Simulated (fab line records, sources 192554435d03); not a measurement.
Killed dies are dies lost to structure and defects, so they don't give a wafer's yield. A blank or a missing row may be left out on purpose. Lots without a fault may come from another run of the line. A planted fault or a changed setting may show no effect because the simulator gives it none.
Problem report in the 8D (eight disciplines) form, filled by code | flow n5_finfet | the parts of the form that need people (team, actions taken, sign-off) are left out

1. THE PROBLEM
rf_fwd_power_W at N5_BEOL_M0_CUTY_ETCH_63 reads a mean of 1040.3 W on 6 wafers of 2 lots; wafers without a fault read 837.0 W with a standard deviation of 2.9. That is +70 standard deviations from the usual mean.
The step: etches SOC in N2/H2, target depth 82.7 nm, overetch 16.5 nm, time 124 s.
First seen on wafer L605.1, day 10 00:31, on rie_diel-01. The record holds 29 wafers of 10 lots with a number at this step. Rule for "out", or "out of limits": more than 4 standard deviations from the usual mean. The other wafers with a number count as sound.

2. WHAT IT IS AND WHAT IT IS NOT
question                    | is                       | is not
which readings at this step | rf_fwd_power_W, rf_vpp_V | drypump_motor_current_A, oes_product_au, showerhead_plenum_p_Torr, throttle_valve_pct
which lots                  | L605, L606               | L588, L589, L591, L594, L595, L596, L597, L598
which wafers of those lots  | all that have a number   | -
read on which tools         | rie_diel-01              | rie_diel-03, rie_diel-04
when                        | from day 10 00:31        | up to then (23 sound wafers)

3. SUSPECTS, AND WHAT RULES EACH OUT
Counting: a tool at a process step up to the reading stays a suspect if it ran every lot that is out and no sound lot after the first of them.
- rie_diel-01 at N5_BEOL_M0_CUTY_ETCH_63 (etches SOC in N2/H2, target depth 82.7 nm, overetch 16.5 nm, time 124 s): kept. It ran every lot that is out, first L605 (day 10 00:31), and no sound lot after that; its last sound lot up to then is L595 (day 7 11:18). Its own readings are out on those wafers: rf_fwd_power_W, rf_vpp_V.
Left after counting: rie_diel-01 at N5_BEOL_M0_CUTY_ETCH_63.

4. THE CAUSE (what the simulator had put in)
Process parameter drift: rie_diel-01, from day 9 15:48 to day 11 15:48, at N5_BEOL_M0_CUTY_ETCH_63. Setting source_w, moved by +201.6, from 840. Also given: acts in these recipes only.
Counting left only this tool.

5. THE CHAIN OF EFFECTS, in route order
Each row: a reading whose mean over the struck wafers that have a number lies more than 3 standard deviations from the usual. Only readings for which the record gives a usual standard deviation are gone through. hours: the time from each lot's start at the first step in this table that gives one to its start at this step, as a median over the lots. sigmas: the change in usual standard deviations.
hours | step                    | reading        | usual   | on struck wafers | change | sigmas
0     | N5_BEOL_M0_CUTY_ETCH_63 | rf_fwd_power_W | 837.0 W | 1040.3           | +203.3 | +70
0     | N5_BEOL_M0_CUTY_ETCH_63 | rf_vpp_V       | 524.1 V | 488.4            | -35.7  | -13
The process steps in it:
- N5_BEOL_M0_CUTY_ETCH_63: etches SOC in N2/H2, target depth 82.7 nm, overetch 16.5 nm, time 124 s.
Later measuring or inspecting steps at which every struck wafer that the step has a row for has a number for every such reading, and none has moved that far: N5_BEOL_M4_RC_MEAS_101.

6. WHAT WOULD HAVE CAUGHT IT SOONER
In this record the first reading out of limits was taken at day 10 00:31, 9 hours after the fault began at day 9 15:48.
